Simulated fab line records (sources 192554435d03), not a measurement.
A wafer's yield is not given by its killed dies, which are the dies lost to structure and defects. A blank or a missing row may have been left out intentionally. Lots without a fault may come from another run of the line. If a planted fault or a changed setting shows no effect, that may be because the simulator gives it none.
Problem report in the 8D (eight disciplines) form, filled by code ; flow n5_finfet ; the parts of the form that need people (team, actions taken, sign-off) are left out

== 1. WHAT WENT WRONG ==
Mean of rf_fwd_power_W at N5_SD_EPI_N_ETCH_35: 2266 W across 3 wafers in 2 lots; on wafers with no fault it is 2997 W (standard deviation 9.4). Measured from the usual mean, that is -78 standard deviations.
The step: etches SOC in N2/H2, overetch 108 nm, time 486 s.
Earliest sighting: wafer L983.4 on rie_diel-03 at day 5 23:45. The record holds 24 wafers of 8 lots with a number at this step. Rule for "out" (also "out of limits"): further than 4 standard deviations from the usual mean. All remaining wafers that have a number are taken as sound.

== 2. WHAT IT IS; WHAT IT IS NOT ==
question;is;is not
which readings at this step;rf_fwd_power_W, rf_vpp_V;drypump_motor_current_A, h2_flow_sccm, oes_product_au, showerhead_plenum_p_Torr, throttle_valve_pct
which lots;L983, L984;L976, L978, L980, L986, L988, L992
which wafers of those lots;L983.4, L984.3, L984.5;L983.2, L983.6, L984.4
read on which tools;rie_diel-03;rie_diel-02, rie_diel-04
when;from day 5 23:45;"up to then (11 sound wafers); but 10 sound wafers of L984, L986, L988, L992 came after"

== 3. WHAT RULES OUT EACH SUSPECT ==
Counting: a tool at a process step up to the reading stays a suspect if it ran every lot that is out. Sound lots after the first of them don't rule it out here, since some wafers of a struck lot are sound.
- rie_diel-03 at N5_SD_EPI_N_ETCH_34 (etches SiARC in CF4, target depth 45.5 nm, time 75.8 s): kept. Every lot that is out went through it, the first being L983 (day 5 23:41); the last sound lot it ran before that was L978 (day 4 11:38).
- rie_diel-03 at N5_SD_EPI_N_ETCH_35 (etches SOC in N2/H2, overetch 108 nm, time 486 s): kept. Every lot that is out went through it, the first being L983 (day 5 23:45); the last sound lot it ran before that was L978 (day 4 11:41). On those wafers its own readings are out: rf_fwd_power_W, rf_vpp_V.
- rie_diel-03, N5_SD_EPI_N_ETCH_34: wafers that are out in chamber 3, sound lot-mates in chambers 0, 1, 2.
- rie_diel-03, N5_SD_EPI_N_ETCH_35: wafers that are out in chamber 3, sound lot-mates in chambers 0, 1, 2.
The count leaves rie_diel-03 at N5_SD_EPI_N_ETCH_35 and rie_diel-03 at N5_SD_EPI_N_ETCH_34.

== 4. THE CAUSE (what the simulator had put in) ==
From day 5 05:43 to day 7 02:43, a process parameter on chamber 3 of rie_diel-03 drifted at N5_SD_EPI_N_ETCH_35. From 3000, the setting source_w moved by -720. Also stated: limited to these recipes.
2 suspects survive the count, and this tool is in that group.

== 5. THE EFFECT CHAIN, in route order ==
One row per reading whose mean, taken over the struck wafers that have a number, lies over 3 standard deviations from the usual. Only readings whose record carries a usual standard deviation are examined. hours: median over the lots of the time between each lot's start at the first step of this table that gives one and its start at this step. sigmas: the change, counted in usual standard deviations.
hours;step;reading;usual;on struck wafers;change;sigmas
0;N5_SD_EPI_N_ETCH_35;rf_fwd_power_W;2997 W;2266;-731;-78
0;N5_SD_EPI_N_ETCH_35;rf_vpp_V;240.5 V;266.5;+26.0;+17
297;N5_PASSIVATION_PROBE_49;defect_limited_yield;91.0 %;5.9;-85.1;-57
297;N5_PASSIVATION_PROBE_49;killed_at_front_end;44;1036;+992;+76
297;N5_PASSIVATION_PROBE_49;killed_dies;106;1111;+1005;+56
297;N5_PASSIVATION_PROBE_49;killed_on_rim;14;123;+109;+26
297;N5_PASSIVATION_PROBE_49;sort_bin_5_function;5.3 %;89.7;+84.4;+87
297;N5_PASSIVATION_PROBE_49;sort_n_pass;1074;69;-1005;-56
297;N5_PASSIVATION_PROBE_49;sort_yield_pct;91.0 %;5.9;-85.1;-57
Process steps it contains:
- N5_SD_EPI_N_ETCH_35: etches SOC in N2/H2, overetch 108 nm, time 486 s.
- N5_PASSIVATION_PROBE_49

== 6. WHAT WOULD HAVE CAUGHT IT SOONER ==
In this record the first reading out of limits was taken at day 5 23:45, 18 hours after the fault began at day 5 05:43.
